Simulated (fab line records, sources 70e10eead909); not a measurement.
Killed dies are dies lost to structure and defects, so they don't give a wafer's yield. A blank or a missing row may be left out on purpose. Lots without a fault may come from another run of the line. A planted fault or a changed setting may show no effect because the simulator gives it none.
fab line records | flow nand_harc
record lots=7 wafers=19 last_day=24
route steps=1159 shown A_STAIRCASE@519 END@1159
lots that met no fault: from a run of the same line without faults
start_h: hours from the record's first day to the start of the lot's first wafer shown | wait_h: hours since the lot's step before | " the same as in the row above | L1.1+2: a row that stands for several wafers | - no value, or no start given | * or withheld: withheld | < > ~ a bound
route shown NAME@n: a module of which the file shows steps, and the number in the route of the first | usual: mean/standard deviation of fault-free wafers | same: alike in all rows | chamber/n: place in a boat | sites: the reading at each site | _std_site: their standard deviation | _edge_site: outer sites' mean less inner sites' | radius_mm: how far each site lies from the wafer's centre | mask NAME#n: copy n | behind: the tool/chamber that last shaped the wafer | hold: why the lot was held/for how many hours/how that ended | device: the transistor (n, p or np) that didn't switch | end of line: the same wafers' tests at the end of the route | a step without rows: its recipe alone | killed: dies lost to structure and defects at the first sort, not the wafer's yield | map: a wafer's dies, x killed, . not, _ none there
set.NAME: the setting as run; set.NAME@STEP: as run at that earlier step | model.NAME: the simulator's own value behind a step, which no gauge read
lots at some steps of the route; a table a step, a row a wafer
services: from which hour (start_h, from the record's first day; less than 0 if before it) a tool's chamber was out of use, for how many hours, and why
## steps
# step NHARC_A_STAIRCASE_DEP_156
# recipe target_thk_a=500 temp_c=400 target_thk_nm=50 flow_sccm=200 rf_w=450 material=SiNx
# usual heater_power_w=717/80
# columns lot.wafer tool chamber start_h wait_h heater_power_w
L254.2 pecvd-01 0 229.27 0.3 618
L254.1 " 1 " " 771
L254.5 " 1 " " 784
L257.2 pecvd-01 2 263.74 0.1 638
L257.1 " 0 " " 622
L257.3 " 1 " " 711
L263.1 pecvd-04 2 289.41 0.1 655
L263.6 " 2 " " 654
L262.2 pecvd-03 1 289.60 0.1 849
L262.6 " 0 " " 662
L262.4 " 2 " " 651
L264.1 pecvd-01 2 314.13 0.1 678
L264.4 " 2 " " 668
L269.2 pecvd-01 2 330.64 0.1 652
L269.6 " 0 " " 574
L269.4 " 1 " " 728
L272.2 pecvd-04 0 346.74 0.1 815
L272.3 " 1 " " 810
L272.5 " 0 " " 804
# step NHARC_A_STAIRCASE_DEHYDRATE_158
# recipe temp_c=150 time_s=120
# step NHARC_A_STAIRCASE_HMDS_159
# recipe time_s=30
# step NHARC_A_STAIRCASE_COAT_160
# recipe spin_rpm=1200
# step NHARC_A_STAIRCASE_SOFTBAKE_161
# recipe temp_c=135 time_s=170
# step NHARC_A_STAIRCASE_EBR_162
# step NHARC_A_STAIRCASE_EXPOSE_163
# recipe na=0.5 dose_mj=20.01 mask_id=STAIR_OPEN
# step NHARC_A_STAIRCASE_PEB_164
# recipe peb_temp_c=115 peb_time_s=130
# step NHARC_A_STAIRCASE_DEVELOP_165
# recipe time_s=140
# step NHARC_A_STAIRCASE_HARDBAKE_167
# recipe temp_c=120 time_s=140
# step NHARC_A_STAIRCASE_DESCUM_168
# recipe time_s=3 o2_flow_sccm=200 ar_flow_sccm=0 bias_power_w=0 chemistry=O2
# usual drypump_motor_current_A=5.5/0.31 oes_product_au=0.996/0.0085 rf_vpp_V=57.7/0.94 showerhead_plenum_p_Torr=1.90/0.072 throttle_valve_pct=11.312/0.0087
# columns lot.wafer tool chamber start_h wait_h drypump_motor_current_A oes_product_au rf_hours_counter_h rf_vpp_V showerhead_plenum_p_Torr throttle_valve_pct
L254.1 rie_diel-08 1 230.14 - 5.4 0.991 39 58.0 1.90 11.306
L254.2 " 2 " " 5.6 1.005 38 58.0 1.98 11.311
L254.5 " 1 " " 5.4 1.005 - 57.0 1.90 11.322
L257.3 rie_diel-09 0 264.74 - 4.9 1.005 0 57.6 1.87 11.318
L257.1 " 1 " " 5.6 0.989 0 57.6 1.92 11.312
L257.2 " 2 " " 5.6 0.985 0 55.9 1.83 11.304
L263.1 rie_diel-09 3 290.31 - 6.0 0.987 11 57.7 1.97 11.307
L263.6 " 0 " " 4.9 0.988 - 58.0 1.87 11.313
L262.4 rie_diel-09 0 290.56 - 5.0 1.006 11 55.9 1.87 11.325
L262.2 " 1 " " 5.6 0.988 9 57.9 1.92 11.309
L262.6 " 1 " " 5.6 0.990 - 58.1 1.92 11.308
L264.1 rie_diel-09 2 315.13 - 5.6 1.010 14 57.0 1.82 11.321
L264.4 " 3 " " 6.0 0.978 22 58.9 1.97 11.312
L269.4 rie_diel-01 2 331.54 - 5.7 0.996 2 58.6 1.96 11.315
L269.2 " 0 " " 5.5 1.008 2 56.9 1.91 11.324
L269.6 " 3 " " 5.0 1.005 - 58.1 1.98 11.315
L272.3 rie_diel-08 1 347.73 - 5.4 1.008 15 57.5 1.88 11.304
L272.2 " 2 " " 5.5 0.998 13 56.8 1.97 11.294
L272.5 " 2 " " 5.6 0.996 - 57.2 1.97 11.307
# step NHARC_A_STAIRCASE_ETCH_169
# recipe target_depth_a=500 time_s=107.1 ion_energy_ev=120 ch3f_flow_sccm=50 o2_flow_sccm=30 ar_flow_sccm=200 rf_w=500 bias_w=100 chemistry=CH3F/O2
# usual drypump_motor_current_A=5.6/0.31 oes_product_au=0.950/0.018 rf_vpp_V=244.1/1.5 run_length_s=128.2/0.47 showerhead_plenum_p_Torr=2.44/0.093 throttle_valve_pct=20.664/0.0086
# columns lot.wafer tool chamber start_h wait_h drypump_motor_current_A oes_product_au rf_hours_counter_h rf_vpp_V run_length_s showerhead_plenum_p_Torr throttle_valve_pct
L254.1 rie_diel-08 2 230.23 0.1 5.6 0.989 38 245.2 128.7 2.54 20.658
L254.2 " 0 " " 5.8 0.941 34 241.1 128.1 2.34 20.665
L254.5 " 2 " " 5.6 0.986 - 243.5 128.6 2.54 20.677
L257.2 rie_diel-09 3 264.82 0.1 6.0 0.947 0 245.3 127.5 2.53 20.664
L257.1 " 0 " " 4.9 0.948 0 243.5 128.1 2.41 20.656
L257.3 " 2 " " 5.6 0.958 0 241.8 128.8 2.35 20.652
L263.1 rie_diel-09 0 290.38 0.1 4.9 0.955 11 243.9 128.0 2.41 20.664
L263.6 " 0 " " 4.9 0.958 - 244.2 111.5 2.41 20.667
L262.4 rie_diel-09 3 290.68 0.1 6.0 0.951 12 245.1 110.5 2.53 20.663
L262.2 " 1 " " 5.6 0.944 9 246.2 128.2 2.46 20.663
L262.6 " 3 " " 6.0 0.962 - 245.7 110.9 2.53 20.665
L264.4 rie_diel-09 1 315.22 0.1 5.6 0.970 20 243.8 110.9 2.46 20.651
L264.1 " 2 " " 5.6 0.955 14 242.9 128.9 2.35 20.671
L269.2 rie_diel-01 2 331.62 0.1 5.7 0.954 2 245.5 127.8 2.51 20.665
L269.4 " 1 " " 5.6 0.981 2 245.7 127.7 2.63 20.648
L269.6 " 2 " " 5.7 0.951 - 246.4 128.4 2.51 20.675
L272.3 rie_diel-08 0 347.86 0.1 5.8 0.935 15 243.6 127.9 2.32 20.669
L272.2 " 2 " " 5.6 0.932 14 244.5 128.9 2.53 20.660
L272.5 " 0 " " 5.8 0.943 - 242.1 128.2 2.32 20.663
# step NHARC_A_STAIRCASE_ETCH_170
# recipe target_depth_a=2000 time_s=66.667 ion_energy_ev=250 c4f6_flow_sccm=25 o2_flow_sccm=20 ar_flow_sccm=500 rf_w=600 bias_w=500 chemistry=C4F6/O2
# usual c4f6_flow_sccm=25.00/0.076 drypump_motor_current_A=5.6/0.31 oes_product_au=0.966/0.016 rf_vpp_V=546.4/2.8 run_length_s=87.8/0.54 showerhead_plenum_p_Torr=3.90/0.14 throttle_valve_pct=26.904/0.0091
# columns lot.wafer tool chamber start_h wait_h c4f6_flow_sccm drypump_motor_current_A oes_product_au rf_hours_counter_h rf_vpp_V run_length_s showerhead_plenum_p_Torr throttle_valve_pct
L254.2 rie_diel-08 1 - - 25.05 5.4 0.968 39 548.2 88.2 3.89 26.912
L254.1 " 3 " " 24.90 5.8 0.982 40 543.3 87.4 3.71 26.897
L254.5 " 2 " " 24.88 5.6 0.990 - 550.1 88.6 4.05 26.906
L257.3 rie_diel-09 3 - - 25.08 6.0 0.965 0 549.2 87.4 4.04 26.916
L257.2 " 1 " " 25.03 5.6 0.959 0 547.2 87.9 3.93 26.904
L257.1 " 2 " " 24.98 5.6 0.972 0 544.1 88.2 3.77 26.909
L263.1 rie_diel-09 0 - - 24.99 4.9 0.986 11 546.0 87.8 3.84 26.903
L263.6 " 1 " " 25.16 5.6 0.978 - 546.6 87.3 3.93 26.889
L262.4 rie_diel-09 0 - - 25.13 5.0 0.960 11 545.1 87.5 3.84 26.919
L262.2 " 1 " " 24.84 5.6 0.960 10 547.4 87.4 3.93 26.891
L262.6 " 3 " " 24.89 6.0 0.957 - 547.0 86.9 4.03 26.892
L264.1 rie_diel-09 2 - - 25.02 5.6 0.971 14 544.0 88.3 3.76 26.917
L264.4 " 3 " " 25.05 6.0 0.960 22 549.7 87.3 4.02 26.892
L269.4 rie_diel-01 3 - - 24.83 5.0 0.970 2 550.4 87.9 4.04 26.900
L269.2 " 0 " " 25.11 5.5 0.983 2 548.6 89.2 3.91 26.912
L269.6 " 3 " " 25.00 5.0 0.975 - 548.0 87.7 4.04 26.882
L272.2 rie_diel-08 0 - - 25.00 5.8 0.965 15 543.8 87.3 3.71 26.919
L272.3 " 2 " " 24.89 5.6 0.953 14 548.1 88.7 4.03 26.903
L272.5 " 1 " " 24.91 5.4 0.961 - 545.9 88.1 3.87 26.907
# step NHARC_END_SORT_01
# recipe temp_c=25
# usual killed_at_array=29/13 killed_at_other=0.7/1 killed_at_periphery=3.2/2.3 killed_dies=33/13 killed_open=3.3/1.7 killed_short=2.0/1.5
# same gross_dies=677
# columns lot.wafer tool chamber start_h wait_h killed_at_array killed_at_other killed_at_periphery killed_dies killed_open killed_short
L254.1 prober-01 0 446.89 2.5 33 1 5 39 7 1
L254.2 prober-01 0 447.69 2.8 20 2 5 27 1 1
L254.5 prober-01 0 450.07 3.7 20 0 7 27 7 2
L263.1 prober-01 0 505.67 2.5 29 1 4 34 4 1
L263.6 prober-01 0 509.70 4.0 27 1 4 32 2 2
L262.2 prober-02 0 506.42 2.8 54 0 1 55 3 4
L262.4 prober-02 0 508.00 3.4 40 1 3 44 3 5
L262.6 prober-02 0 509.58 3.9 39 1 3 43 3 10
L264.1 prober-01 0 518.21 2.5 37 1 3 41 3 3
L264.4 prober-01 0 520.57 3.3 46 0 2 48 2 0
L269.2 prober-01 0 549.04 2.8 19 1 1 21 2 3
L269.4 prober-01 0 550.65 3.4 28 0 1 29 4 1
L269.6 prober-01 0 552.25 4.0 29 0 2 31 3 3
L272.2 prober-01 0 573.07 2.8 60 0 1 61 5 2
L272.3 prober-01 0 573.88 3.1 55 0 5 60 3 2
L272.5 prober-01 0 575.48 3.7 55 0 1 56 4 0
# killed by level:class
L254.1 A_CHANNEL_HOLE_D1:chamber_film_flake=16 A_STAIRCASE:chamber_film_flake=5 A_CHANNEL_FILL_D1:geometric_particle:open=3 A_CONTACT:geometric_particle:open=2 P_CONTACT:chamber_film_flake=2 P_M2:chamber_film_flake=2 A_ZERO_WELL:chamber_film_flake=2 P_M0:geometric_particle:open=1
L254.2 A_CHANNEL_HOLE_D1:chamber_film_flake=10 A_SLIT:unspecified=3 P_CONTACT:chamber_film_flake=2 P_M2:chamber_film_flake=2 A_CHANNEL_FILL_D1:chamber_film_flake=2 A_STAIRCASE:chamber_film_flake=2 A_CONTACT:chamber_film_flake=2 THIN_TSV:chamber_film_flake=2
L254.5 A_CHANNEL_HOLE_D1:chamber_film_flake=8 P_M2:chamber_film_flake=3 A_CONTACT:chamber_film_flake=2 P_CONTACT:geometric_particle:open=1 P_M2:geometric_particle:short=1 A_ONON_D1:geometric_particle:open=1 A_CHANNEL_FILL_D1:geometric_particle:open=1 A_SGD_CUT:geometric_particle:open=1
L263.1 A_STAIRCASE:chamber_film_flake=9 A_BLC:chamber_film_flake=5 A_BONDPAD:chamber_film_flake=5 A_CHANNEL_HOLE_D1:chamber_film_flake=3 P_ZERO_WELL:chamber_film_flake=2 P_M1:chamber_film_flake=2 A_WL_FILL:chamber_film_flake=2 A_ONON_D1:geometric_particle:open=1
L262.2 A_CHANNEL_HOLE_D1:chamber_film_flake=16 A_SLIT:chamber_film_flake=15 A_STAIRCASE:chamber_film_flake=8 A_CONTACT:chamber_film_flake=6 A_CHANNEL_FILL_D1:geometric_particle:open=2 A_CHANNEL_FILL_D1:geometric_particle:short=1 A_WL_FILL:geometric_particle:short=1 A_CONTACT:geometric_particle:short=1
L262.4 A_CHANNEL_HOLE_D1:chamber_film_flake=16 A_SLIT:chamber_film_flake=13 A_CONTACT:chamber_film_flake=4 A_CHANNEL_FILL_D1:geometric_particle:short=2 P_M1:geometric_particle:open=1 A_CHANNEL_FILL_D1:geometric_particle:open=1 A_SGD_CUT:geometric_particle:short=1 A_M0:geometric_particle:short=1
L262.6 A_CHANNEL_HOLE_D1:chamber_film_flake=15 A_SLIT:chamber_film_flake=10 A_ONON_D1:geometric_particle:short=2 A_CHANNEL_FILL_D1:geometric_particle:short=2 A_ZERO_WELL:chamber_film_flake=2 P_CONTACT:geometric_particle:short=1 P_M0:geometric_particle:short=1 P_M0:geometric_particle:open=1
L263.6 A_CHANNEL_HOLE_D1:chamber_film_flake=8 A_STAIRCASE:chamber_film_flake=7 A_BLC:chamber_film_flake=3 A_BONDPAD:chamber_film_flake=3 A_WL_FILL:chamber_film_flake=2 A_CONTACT:chamber_film_flake=2 P_CONTACT:geometric_particle:open=1 P_M0:geometric_particle:short=1
L264.1 A_CHANNEL_HOLE_D1:chamber_film_flake=22 A_SLIT:chamber_film_flake=9 P_CONTACT:geometric_particle:open=1 P_M2:geometric_particle:short=1 A_ONON_D1:geometric_particle:open=1 A_ONON_D1:geometric_particle:short=1 A_WL_FILL:geometric_particle:short=1 P_ZERO_WELL:chamber_film_flake=1
L264.4 A_CHANNEL_HOLE_D1:chamber_film_flake=23 A_SLIT:chamber_film_flake=20 P_CONTACT:geometric_particle:open=1 A_ONON_D1:geometric_particle:open=1 P_M2:chamber_film_flake=1 A_ZERO_WELL:chamber_film_flake=1 A_CONTACT:chamber_film_flake=1
L269.2 A_CHANNEL_HOLE_D1:chamber_film_flake=14 A_ONON_D1:geometric_particle:open=1 A_ONON_D1:geometric_particle:short=1 A_BLC:geometric_particle:open=1 A_M1:geometric_particle:short=1 P_STI:chamber_film_flake=1 STARTING-WAFER:geometric_particle:short=1 A_WL_FILL:chamber_film_flake=1
L269.4 A_CHANNEL_HOLE_D1:chamber_film_flake=23 P_M0:geometric_particle:open=1 A_ONON_D1:geometric_particle:open=1 A_CONTACT:geometric_particle:short=1 A_BLC:geometric_particle:open=1 A_M1:geometric_particle:open=1 A_CONTACT:chamber_film_flake=1
L269.6 A_CHANNEL_HOLE_D1:chamber_film_flake=22 A_WL_FILL:geometric_particle:short=2 P_M0:geometric_particle:open=1 A_ONON_D1:geometric_particle:short=1 A_SGD_CUT:geometric_particle:open=1 A_WL_FILL:geometric_particle:open=1 P_STI:chamber_film_flake=1 A_STAIRCASE:chamber_film_flake=1
L272.2 A_CHANNEL_HOLE_D1:chamber_film_flake=22 A_CONTACT:chamber_film_flake=14 A_SLIT:chamber_film_flake=13 A_WL_FILL:geometric_particle:short=2 A_CONTACT:geometric_particle:open=2 A_STAIRCASE:chamber_film_flake=2 A_CHANNEL_HOLE_D1:geometric_particle:open=1 A_M0:geometric_particle:open=1
L272.3 A_SLIT:chamber_film_flake=23 A_CHANNEL_HOLE_D1:chamber_film_flake=13 A_CONTACT:chamber_film_flake=11 P_CONTACT:geometric_particle:short=2 P_GATE:chamber_film_flake=2 A_STAIRCASE:chamber_film_flake=2 A_ONON_D1:geometric_particle:open=1 A_CONTACT:geometric_particle:open=1
L272.5 A_CHANNEL_HOLE_D1:chamber_film_flake=23 A_CONTACT:chamber_film_flake=13 A_SLIT:chamber_film_flake=11 A_M0:geometric_particle:open=2 A_CHANNEL_FILL_D1:geometric_particle:open=1 A_WL_FILL:geometric_particle:open=1 P_GATE:chamber_film_flake=1 A_ZERO_WELL:chamber_film_flake=1
## services
# columns tool chamber start_h hours kind
rie_diel-01 3 208.12 5.9 repair
rie_diel-09 0 208.93 - clean
rie_diel-09 1 208.93 - clean
rie_diel-09 2 208.93 - clean
rie_diel-09 3 208.93 - clean
rie_diel-09 0 233.43 - clean
rie_diel-09 1 233.43 - clean
rie_diel-09 2 233.43 - clean
rie_diel-09 3 233.43 - clean
pecvd-01 - 237.21 13.0 pm
rie_diel-09 - 245.02 0.4 repair
rie_diel-09 2 249.53 - consumable_replace:focus_ring
rie_diel-09 2 249.53 9.0 scheduled_down
rie_diel-09 2 249.53 9.0 vent_cycle
pecvd-04 2 250.01 4.5 repair
rie_diel-09 - 254.44 9.0 pm
rie_diel-09 0 254.44 9.0 vent_cycle
rie_diel-09 2 278.74 10.0 repair
pecvd-03 - 292.26 13.0 pm
rie_diel-09 2 295.60 8.1 repair
rie_diel-08 - 301.88 9.0 pm
rie_diel-01 2 306.60 9.9 repair
rie_diel-01 - 314.80 9.0 pm
rie_diel-01 3 331.80 21.5 repair
## key
first_sign step=NHARC_A_STAIRCASE_ETCH_169 reading=run_length_s direction=down sigmas=37 usual=* struck=*
effect none on later readings
met_at NHARC_A_STAIRCASE_ETCH_169
struck_wafers L262.4,L262.6,L263.6,L264.4
tester_left_out L262,L263,L264
onset_between 264.82 290.38
fault kind=process_parameter_drift tool=rie_diel-09 chamber=- onset_h=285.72 steps=NHARC_A_STAIRCASE_ETCH_169 channel=time_s offset=* shape=step end_h=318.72 scope=struck_wafers_only acts_in=* stated=*
# tester_left_out: of these lots the tester's yield and bins aren't shown, on N5 and GAA mostly nor the transistor test; their killed dies are dies lost to structure and defects alone, not to doping, threshold or leakage, so they don't give the yield
